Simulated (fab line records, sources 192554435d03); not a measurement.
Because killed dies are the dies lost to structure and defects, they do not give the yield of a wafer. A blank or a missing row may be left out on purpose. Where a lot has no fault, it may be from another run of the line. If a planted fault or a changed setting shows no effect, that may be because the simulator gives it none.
Chamber matching    flow n5Finfet    N5_MOL_CONTACT_COAG_ALD_27 on aldSin-01: 4 sister chambers
The step deposits SiOC, target thk 17 nm, pulse time 1.5 s, time 2720 s. 4 wafers are shown with their chamber, then 7 later ones without.

== WAFERS PAIRED WITH THEIR CHAMBERS ==
wafer   chamber  heaterPowerW (W)
L080.5  2        785
L086.1  3        831
L093.1  1        883
L093.4  0        835

== WAFERS WITH NO CHAMBER GIVEN ==
wafer   heaterPowerW (W)
L093.6  837
L094.1  804
L094.5  885
L094.6  843
L095.3  819
L095.5  892
L095.6  794

== WHICH CHAMBER EACH ONE RAN IN ==
wafer   from the rows above           in truth
L093.6  can't be placed: 0 or 3       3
L094.1  can't be placed: 2 or 3 or 0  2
L094.5  1                             1
L094.6  can't be placed: 0 or 3       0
L095.3  can't be placed: 3 or 0       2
L095.5  1                             1
L095.6  2                             2
Correct placement for 3 of the 7. Unplaceable from these rows: 4, with the true chamber sitting among the candidates in 3. 0 placed wrongly.
How it was worked out, from the rows above alone: a wafer's distance from a chamber is the root of the sum, over the readings, of the square of ((its reading less the chamber's mean) divided by the reading's scatter). The wafer belongs to the nearest chamber; if the next one is less than 2 further off, it can't be placed. For every chamber, the mean is computed from those of its wafers that are shown. The scatter (one wafer shown for each chamber): square how far every hidden wafer sits from the nearest shown wafer, average those squares and take the square root.
